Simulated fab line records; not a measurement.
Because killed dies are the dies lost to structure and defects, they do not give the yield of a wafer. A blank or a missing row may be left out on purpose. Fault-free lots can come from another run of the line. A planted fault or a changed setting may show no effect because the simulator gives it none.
fab line records	flow nandHarc
record lots=4	wafers=12	lastDay=32
route steps=1302 shown A_CHANNEL_HOLE_D1@450 END@1301
lots that met no fault: taken from a fault-free run of the same line
startH: start of the lot's first displayed wafer, in hours after the record's first day	waitH: hours since the lot's step before	" identical to the entry in the row above	L1.1+2: one row covering several wafers at once	- value missing, or start not given	* or withheld: withheld	< > ~ a bound
route shown NAME@n: names a module that has steps shown in the file, with the first one's number in the route	usual: mean and standard deviation over wafers with no fault	same: alike in all rows	chamber/n: place in a boat	sites: each site's reading	_std_site: the standard deviation of these	_edge_site: mean of outer sites minus mean of inner sites	radiusMm: for every site, how far away it sits from the centre of the wafer	mask NAME#n: copy n	behind: the last tool/chamber to shape the wafer	hold: the reason the lot was held/the length of the hold in hours/how it ended	device: the transistor (n, p or np) that didn't switch	end of line: the route-end tests of the same wafers	a step with no rows: only its recipe	killed: dies lost to structure and defects at the first sort, not the wafer's yield	map: a wafer's dies, x killed, . not, _ none there
set.NAME: the setting the step ran with; set.NAME@STEP: the setting that earlier step ran with	model.NAME: the simulator's own value behind a step, which no gauge read
lots at selected steps of the route; one table per step, one row per wafer
services: when a tool's chamber went out of use (startH, in hours from the record's first day, below 0 if earlier), for how many hours, and the reason
## steps
# step NHARC_A_CHANNEL_HOLE_D1_DEP_00
# recipe targetThkA=31000	tempC=400	material=aC
# step NHARC_A_CHANNEL_HOLE_D1_DEP_01
# recipe targetThkA=1400	targetThkNm=140	tempC=400	pressureTorr=3.5	flowSccm=200	rfW=350	material=SiON
# step NHARC_A_CHANNEL_HOLE_D1_DEHYDRATE_02
# recipe tempC=150	timeS=120
# step NHARC_A_CHANNEL_HOLE_D1_HMDS_03
# recipe timeS=30
# step NHARC_A_CHANNEL_HOLE_D1_COAT_36
# recipe tempC=260	timeS=75
# step NHARC_A_CHANNEL_HOLE_D1_COAT_37
# recipe tempC=225	timeS=65
# step NHARC_A_CHANNEL_HOLE_D1_COAT_04
# recipe spinRpm=1500	resistThkNm=90
# step NHARC_A_CHANNEL_HOLE_D1_SOFTBAKE_05
# recipe tempC=105	timeS=55
# step NHARC_A_CHANNEL_HOLE_D1_EBR_06
# step NHARC_A_CHANNEL_HOLE_D1_EXPOSE_07
# recipe na=1.35	targetCdNm=100	sigmaOuter=0.3	doseMj=59.65	maskId=HOLE_D1
# step NHARC_A_CHANNEL_HOLE_D1_PEB_08
# recipe pebTempC=100	pebTimeS=65
# usual chillPlateTempC=22.98/0.098	heaterPowerTotalW=156.6/0.43
lot.wafer	tool	chamber	startH	waitH	chillPlateTempC	heaterPowerTotalW
L763.2	lithoTrack-04	0	323.93	0.1	22.95	157.0
L763.5	"	0	"	"	23.03	157.2
L763.6	"	0	"	"	23.13	155.9
L766.3	lithoTrack-04	0	346.45	0.0	22.94	156.5
L766.4	"	0	"	"	22.93	156.8
L766.6	"	0	"	"	22.89	179.6
L767.3	lithoTrack-04	0	367.13	0.0	22.92	156.0
L767.5	"	0	"	"	22.80	156.3
L767.6	"	0	"	"	23.04	180.1
L769.2	lithoTrack-06	0	385.70	0.1	22.94	157.2
L769.3	"	0	"	"	22.87	156.4
L769.5	"	0	"	"	23.11	156.2
# step NHARC_A_CHANNEL_HOLE_D1_DEVELOP_09
# recipe developTimeS=35	devTempC=23
# step NHARC_A_CHANNEL_HOLE_D1_CD_MEAS_10
# recipe targetCdNm=100	landingEnergyEv=500
# usual cdNm=100.0/0.43
lot.wafer	tool	chamber	startH	waitH	cdNm
L763.2	cdSem-02	0	324.01	-	100.4
L763.5	"	0	"	"	100.7
L763.6	"	0	"	"	100.2
L766.3	cdSem-01	0	346.54	-	100.7
L766.4	"	0	"	"	100.5
L766.6	"	0	"	"	92.9
L767.3	cdSem-02	0	367.21	-	99.6
L767.5	"	0	"	"	99.2
L767.6	"	0	"	"	92.5
L769.2	cdSem-03	0	385.78	-	99.5
L769.3	"	0	"	"	99.9
L769.5	"	0	"	"	99.6
# step NHARC_A_CHANNEL_HOLE_D1_DESCUM_15
# recipe timeS=3	o2FlowSccm=200	arFlowSccm=0	biasPowerW=0	chemistry=O2
# usual drypumpMotorCurrentA=5.7/0.5	oesProductAu=0.997/0.0064	rfVppV=57.8/0.92	showerheadPlenumPTorr=1.90/0.062	throttleValvePct=11.312/0.0093
# same timeS=3
lot.wafer	tool	chamber	startH	waitH	drypumpMotorCurrentA	oesProductAu	rfHoursCounterH	rfVppV	showerheadPlenumPTorr	throttleValvePct	model.A_CHANNEL_HOLE_D1.cdNm
L763.2	rieDiel-05	0	324.21	0.1	5.3	0.986	30	56.6	1.96	11.324	100.1
L763.6	"	2	"	"	4.8	0.985	-	58.6	2.03	11.318	100.5
L763.5	"	3	"	"	5.3	0.999	-	56.5	1.85	11.306	100.9
L766.3	rieDiel-12	2	346.73	0.1	5.8	0.991	6	57.6	1.87	11.304	100.5
L766.4	"	3	"	"	6.0	0.997	6	57.4	1.85	11.317	100.7
L766.6	"	1	"	"	5.2	0.986	-	58.7	1.89	11.295	92.71
L767.3	rieDiel-12	3	367.41	0.1	6.1	0.997	8	59.5	1.85	11.303	99.52
L767.6	"	1	"	"	5.2	0.984	-	57.4	1.89	11.310	93.04
L767.5	"	2	"	"	5.7	0.999	-	58.1	1.87	11.297	99.58
L769.3	rieDiel-12	3	385.97	0.1	6.1	0.989	10	59.2	1.85	11.298	99.43
L769.2	"	0	"	"	6.5	0.998	9	57.3	1.98	11.295	99.5
L769.5	"	0	"	"	6.5	0.998	-	58.6	1.98	11.313	99.7
# step NHARC_A_CHANNEL_HOLE_D1_ETCH_38
# recipe targetDepthA=390	overEtchFrac=0.3	timeS=65	ionEnergyEv=80	cf4FlowSccm=150	arFlowSccm=0	rfW=300	biasW=100	chemistry=CF4
# step NHARC_A_CHANNEL_HOLE_D1_ETCH_39
# recipe targetDepthA=2600	overEtchFrac=0.3	timeS=325	ionEnergyEv=200	n2FlowSccm=150	h2FlowSccm=150	arFlowSccm=0	rfW=400	biasW=150	chemistry=N2/H2
# step NHARC_A_CHANNEL_HOLE_D1_ETCH_34
# recipe targetDepthA=1540	timeS=77	cf4FlowSccm=100	chf3FlowSccm=30	arFlowSccm=0	rfW=500	biasW=200	chemistry=CF4/CHF3
# step NHARC_A_CHANNEL_HOLE_D1_ETCH_16
# recipe targetDepthA=31000	overEtchFrac=0.3	timeS=806	ionEnergyEv=150	o2FlowSccm=400	cosFlowSccm=20	arFlowSccm=0	rfW=500	biasW=300	chemistry=O2/COS
# step NHARC_A_CHANNEL_HOLE_D1_CD_MEAS_18
# usual cdNm=98.8/1.6
lot.wafer	tool	chamber	startH	waitH	cdNm
L763.2	cdSem-01	-	325.30	-	100.6
L763.5	"	-	"	"	102.1
L763.6	"	-	"	"	97.4
L766.3	cdSem-01	-	348.27	-	100.1
L766.4	"	-	"	"	99.4
L766.6	"	-	"	"	94.3
L767.3	cdSem-02	-	368.49	-	97.8
L767.5	"	-	"	"	98.7
L767.6	"	-	"	"	92.1
L769.2	cdSem-02	-	387.52	-	99.8
L769.3	"	-	"	"	99.4
L769.5	"	-	"	"	99.4
# step NHARC_A_CHANNEL_HOLE_D1_ETCH_19
# recipe biasV=1200	sourceW=2500	pressureMtorr=15	timeS=34.5	arFlowSccm=375	c4f8FlowSccm=28.8	o2FlowSccm=96.2	tempC=-20	targetDepthA=*	chemistry=C4F8/O2/Ar
# step NHARC_A_CHANNEL_HOLE_D1_ETCH_20
# recipe biasV=3000	sourceW=withheld	pressureMtorr=20	timeS=361.9	arFlowSccm=375	c4f8FlowSccm=89.3	o2FlowSccm=35.7	tempC=-20	targetDepthA=16000	chemistry=C4F8/O2/Ar
# step NHARC_A_CHANNEL_HOLE_D1_ETCH_21
# recipe biasV=3000	sourceW=withheld	pressureMtorr=20	timeS=514.3	arFlowSccm=375	c4f8FlowSccm=89.3	o2FlowSccm=35.7	tempC=-20	targetDepthA=16000	chemistry=C4F8/O2/Ar
# step NHARC_A_CHANNEL_HOLE_D1_ETCH_22
# recipe biasV=3000	sourceW=withheld	pressureMtorr=20	timeS=666.7	arFlowSccm=375	c4f8FlowSccm=89.3	o2FlowSccm=35.7	tempC=-20	targetDepthA=16000	chemistry=C4F8/O2/Ar
# step NHARC_A_CHANNEL_HOLE_D1_ETCH_23
# recipe biasV=5000	sourceW=withheld	pressureMtorr=20	timeS=819	arFlowSccm=375	c4f8FlowSccm=89.3	o2FlowSccm=35.7	tempC=-20	targetDepthA=16000	chemistry=C4F8/O2/Ar
# step NHARC_A_CHANNEL_HOLE_D1_ETCH_24
# recipe biasV=5000	sourceW=withheld	pressureMtorr=20	timeS=906.2	arFlowSccm=375	c4f8FlowSccm=93.8	o2FlowSccm=31.2	tempC=-20	targetDepthA=15000	chemistry=C4F8/O2/Ar
# step NHARC_A_CHANNEL_HOLE_D1_ETCH_25
# recipe biasV=5000	sourceW=withheld	pressureMtorr=20	timeS=1040.2	arFlowSccm=375	c4f8FlowSccm=93.8	o2FlowSccm=31.2	tempC=-20	targetDepthA=15000	chemistry=C4F8/O2/Ar
# step NHARC_A_CHANNEL_HOLE_D1_ETCH_26
# recipe biasV=300	sourceW=2000	pressureMtorr=30	timeS=224.1	arFlowSccm=375	c4f8FlowSccm=11.4	o2FlowSccm=113.6	tempC=-20	targetDepthA=3000	chemistry=C4F8/O2/Ar
# step NHARC_A_CHANNEL_HOLE_D1_ETCH_33
# recipe biasV=400	sourceW=2000	pressureMtorr=25	timeS=90	arFlowSccm=375	c4f8FlowSccm=41.7	o2FlowSccm=83.3	tempC=-20	targetDepthA=4000	chemistry=C4F8/O2/Ar
# step NHARC_A_CHANNEL_HOLE_D1_STRIP_41
# recipe n2FlowSccm=150	h2FlowSccm=150	arFlowSccm=0	biasW=0	chemistry=N2/H2
# step NHARC_A_CHANNEL_HOLE_D1_STRIP_42
# recipe cf4FlowSccm=100	chf3FlowSccm=30	arFlowSccm=0	biasW=0	chemistry=CF4/CHF3
# step NHARC_A_CHANNEL_HOLE_D1_STRIP_43
# recipe o2FlowSccm=400	cosFlowSccm=20	arFlowSccm=0	biasW=0	chemistry=O2/COS
# step NHARC_A_CHANNEL_HOLE_D1_ETCH_44
# recipe targetDepthA=1400	overetchA=140	timeS=77	ionEnergyEv=100	cf4FlowSccm=80	o2FlowSccm=20	arFlowSccm=0	rfW=300	biasW=100	chemistry=CF4/O2
# usual drypumpMotorCurrentA=5.7/0.48	oes_ar_750_au=1.000/0.0047	oes_f_703_au=1.000/0.0045	oesProductAu=0.996/0.0078	rfVppV=197.8/1.2	showerheadPlenumPTorr=1.34/0.042	throttleValvePct=13.397/0.008
# same timeS=77
lot.wafer	tool	chamber	startH	waitH	drypumpMotorCurrentA	oes_ar_750_au	oes_f_703_au	oesProductAu	rfHoursCounterH	rfVppV	showerheadPlenumPTorr	throttleValvePct	model.A_CHANNEL_HOLE_D1.cdNm
L763.2	rieDiel-12	1	334.62	0.1	5.2	1.002	1.002	0.998	5	198.5	1.32	13.396	90.01
L763.5	"	1	"	"	5.1	0.992	1.006	0.991	-	197.7	1.32	13.400	90.57
L763.6	"	2	"	"	5.7	1.001	1.005	0.997	-	197.6	1.30	13.409	90.97
L766.3	rieDiel-05	1	353.21	0.0	6.1	1.002	1.001	0.999	42	194.9	1.26	13.386	91.9
L766.4	"	0	"	"	5.3	1.004	1.009	0.996	39	199.4	1.36	13.396	90.07
L766.6	"	1	"	"	6.0	1.005	0.997	0.995	-	195.3	1.26	13.402	83.22
L767.3	rieDiel-12	0	374.48	0.1	6.5	0.989	0.998	0.990	9	198.5	1.38	13.382	89.86
L767.5	"	1	"	"	5.2	1.004	1.001	0.988	-	195.7	1.32	13.406	89.65
L767.6	"	2	"	"	5.7	0.996	0.996	0.990	-	196.9	1.30	13.396	83.94
L769.3	rieDiel-12	0	398.81	0.1	6.5	0.999	1.004	0.999	12	199.1	1.38	13.397	90.17
L769.2	"	3	"	"	6.1	1.007	1.005	0.988	12	196.5	1.29	13.394	89.18
L769.5	"	3	"	"	6.0	0.997	1.001	0.995	-	197.2	1.29	13.390	88.21
# step NHARC_A_CHANNEL_HOLE_D1_STRIP_27
# recipe o2FlowSccm=500	arFlowSccm=0	biasW=0	chemistry=O2
# step NHARC_A_CHANNEL_HOLE_D1_PRECLEAN_28
# recipe timeS=*	tempC=50	bathAgeMin=0	chemistry=SC1
# step NHARC_A_CHANNEL_HOLE_D1_SRD_29
# step NHARC_A_CHANNEL_HOLE_D1_CD_MEAS_30
# usual cdNm=90.0/1.1
lot.wafer	tool	chamber	startH	waitH	cdNm
L763.2	cdSem-01	-	335.41	-	90.4
L763.5	"	-	"	"	91.0
L763.6	"	-	"	"	90.8
L766.3	cdSem-01	-	354.02	-	92.3
L766.4	"	-	"	"	89.9
L766.6	"	-	"	"	83.3
L767.3	cdSem-03	-	375.25	-	89.4
L767.5	"	-	"	"	89.5
L767.6	"	-	"	"	83.7
L769.2	cdSem-03	-	399.74	-	89.2
L769.3	"	-	"	"	90.2
L769.5	"	-	"	"	88.6
# step NHARC_A_CHANNEL_HOLE_D1_XSEM_31
# recipe landingEnergyEv=35000
# usual botCdNm=74.6/1.2	bowNm=8.7/0.35	tiltDeg=0.09/0.049
lot.wafer	tool	chamber	startH	waitH	botCdNm	bowNm	tiltDeg
L763.2	xsem-01	0	335.50	0.1	74.2	9.1	0.03
L763.5	"	0	"	"	75.7	9.0	0.03
L763.6	"	0	"	"	75.3	9.0	0.03
L766.3	xsem-01	0	354.12	0.1	77.0	8.6	0.21
L766.4	"	0	"	"	74.8	8.7	0.21
L766.6	"	0	"	"	67.7	8.8	0.21
L767.3	xsem-02	0	375.35	0.1	74.2	8.1	0.12
L767.5	"	0	"	"	73.9	8.1	0.12
L767.6	"	0	"	"	68.1	8.0	0.11
L769.2	xsem-01	0	399.82	0.1	74.5	9.1	0.07
L769.3	"	0	"	"	75.8	9.2	0.07
L769.5	"	0	"	"	73.9	9.2	0.07
# step NHARC_END_WLT_00
# usual VT_DECK1_BOTTOM=0.873/0.0081	VT_DECK1_BOTTOM_INNER=0.873/0.008	VT_DECK1_MEDIAN_NEAR_BOTTOM=0.874/0.0082	VT_DECK1_MEDIAN_NEAR_BOTTOM_INNER=0.874/0.0084	VT_DECK1_MIDDLE=0.885/0.0079	VT_DECK1_MIDDLE_INNER=0.885/0.0083	VT_DECK1_TOP=0.897/0.0088	VT_DECK1_TOP_INNER=0.897/0.0084	VT_DECK2_BOTTOM=0.869/0.0061	VT_DECK2_BOTTOM_INNER=0.870/0.0058	VT_DECK2_MEDIAN_NEAR_BOTTOM=0.871/0.0067	VT_DECK2_MEDIAN_NEAR_BOTTOM_INNER=0.870/0.0064	VT_DECK2_MIDDLE=0.883/0.006	VT_DECK2_MIDDLE_INNER=0.882/0.007	VT_DECK2_TOP=0.893/0.0065	VT_DECK2_TOP_INNER=0.893/0.0066
lot.wafer	tool	chamber	startH	waitH	VT_DECK1_BOTTOM	VT_DECK1_BOTTOM_INNER	VT_DECK1_MEDIAN_NEAR_BOTTOM	VT_DECK1_MEDIAN_NEAR_BOTTOM_INNER	VT_DECK1_MIDDLE	VT_DECK1_MIDDLE_INNER	VT_DECK1_TOP	VT_DECK1_TOP_INNER	VT_DECK2_BOTTOM	VT_DECK2_BOTTOM_INNER	VT_DECK2_MEDIAN_NEAR_BOTTOM	VT_DECK2_MEDIAN_NEAR_BOTTOM_INNER	VT_DECK2_MIDDLE	VT_DECK2_MIDDLE_INNER	VT_DECK2_TOP	VT_DECK2_TOP_INNER
L763.2	prober-01	-	710.88	0.5	0.887	0.888	0.884	0.888	0.898	0.904	0.913	0.919	0.868	0.863	0.868	0.866	0.876	0.880	0.893	0.885
L763.5	"	-	712.37	2.0	0.888	0.888	0.893	0.890	0.899	0.910	0.923	0.913	0.870	0.862	0.877	0.867	0.883	0.877	0.886	0.891
L763.6	"	-	"	"	0.877	0.886	0.897	0.891	0.901	0.903	0.909	0.911	0.865	0.868	0.855	0.863	0.875	0.874	0.891	0.891
L766.3	prober-02	-	719.20	1.1	0.882	0.887	0.896	0.888	0.893	0.904	0.906	0.912	0.876	0.873	0.883	0.875	0.894	0.889	0.900	0.903
L766.4	"	-	"	"	0.882	0.879	0.877	0.876	0.891	0.899	0.914	0.908	0.880	0.881	0.879	0.878	0.882	0.888	0.903	0.903
L766.6	"	-	720.70	2.6	0.864	0.860	0.862	0.860	0.869	0.874	0.884	0.896	0.883	0.877	0.882	0.889	0.892	0.899	0.902	0.908
L767.3	prober-02	-	762.99	4.0	0.857	0.859	0.862	0.867	0.879	0.870	0.889	0.889	0.871	0.877	0.885	0.878	0.884	0.891	0.897	0.905
L767.5	"	-	763.99	5.0	0.861	0.864	0.859	0.865	0.877	0.870	0.884	0.886	0.871	0.873	0.878	0.872	0.889	0.887	0.900	0.899
L767.6	"	-	"	"	0.852	0.839	0.846	0.855	0.858	0.865	0.874	0.867	0.864	0.870	0.871	0.876	0.887	0.898	0.899	0.901
L769.2	prober-02	-	770.25	7.9	0.857	0.855	0.868	0.861	0.871	0.873	0.878	0.884	0.863	0.870	0.869	0.875	0.881	0.877	0.893	0.894
L769.3	"	-	"	"	0.861	0.868	0.868	0.858	0.871	0.866	0.882	0.882	0.865	0.867	0.859	0.879	0.878	0.880	0.893	0.891
L769.5	"	-	"	"	0.853	0.856	0.864	0.856	0.869	0.874	0.882	0.881	0.863	0.867	0.870	0.862	0.883	0.887	0.888	0.892
## services
tool	chamber	startH	hours	kind
rieDiel-12	0	301.90	-	clean
rieDiel-12	1	301.90	-	clean
rieDiel-12	2	301.90	-	clean
rieDiel-12	3	301.90	-	clean
rieDiel-05	0	312.32	-	clean
rieDiel-05	1	312.32	-	clean
rieDiel-05	2	312.32	-	clean
rieDiel-12	0	326.40	-	clean
rieDiel-12	1	326.40	-	clean
rieDiel-12	2	326.40	-	clean
rieDiel-12	3	326.40	-	clean
rieDiel-12	3	337.64	1.8	repair
rieDiel-12	0	351.05	-	clean
rieDiel-12	1	351.05	-	clean
rieDiel-12	2	351.05	-	clean
rieDiel-12	3	351.05	-	clean
lithoTrack-06	-	354.00	7.0	pm
xsem-01	-	374.00	14.0	pm
rieDiel-12	0	375.55	-	clean
rieDiel-12	1	375.55	-	clean
rieDiel-12	2	375.55	-	clean
rieDiel-12	3	375.55	-	clean
lithoTrack-04	-	378.00	7.0	pm
rieDiel-12	1	393.93	9.4	repair
## key
firstSign step=NHARC_A_CHANNEL_HOLE_D1_PEB_08	reading=heaterPowerTotalW	direction=up	sigmas=54	usual=*	struck=*
effect step=NHARC_A_CHANNEL_HOLE_D1_CD_MEAS_10	reading=cdNm	direction=down	sigmas=17	usual=100.0	struck=92.7
effect step=NHARC_A_CHANNEL_HOLE_D1_CD_MEAS_18	reading=cdNm	direction=down	sigmas=3.6	usual=98.8	struck=93.2
effect step=NHARC_A_CHANNEL_HOLE_D1_CD_MEAS_30	reading=cdNm	direction=down	sigmas=6	usual=90.0	struck=83.5
effect step=NHARC_A_CHANNEL_HOLE_D1_XSEM_31	reading=botCdNm	direction=down	sigmas=5.7	usual=74.6	struck=67.9
effect step=NHARC_END_WLT_00	reading=VT_DECK1_BOTTOM_INNER	direction=down	sigmas=2.9	usual=0.873	struck=0.849
modelEffect step=NHARC_A_CHANNEL_HOLE_D1_DESCUM_15	value=A_CHANNEL_HOLE_D1.cdNm	without=100.2	struck=92.88
modelEffect step=NHARC_A_CHANNEL_HOLE_D1_ETCH_44	value=A_CHANNEL_HOLE_D1.cdNm	without=90.95	struck=83.58
metAt NHARC_A_CHANNEL_HOLE_D1_PEB_08
struckWafers L766.6,L767.6
testerLeftOut L766,L767
onsetBetween 323.93 346.45
fault kind=processParameterDrift	tool=lithoTrack-04	chamber=-	onsetH=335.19	steps=NHARC_A_CHANNEL_HOLE_D1_PEB_08	channel=pebTimeS	offset=*	shape=step	endH=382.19	scope=struckWafersOnly	actsIn=*	stated=*
# testerLeftOut: of these lots the tester's yield and bins aren't shown, on N5 and GAA mostly nor the transistor test; their killed dies are dies lost to structure and defects alone, not to doping, threshold or leakage, so they don't give the yield
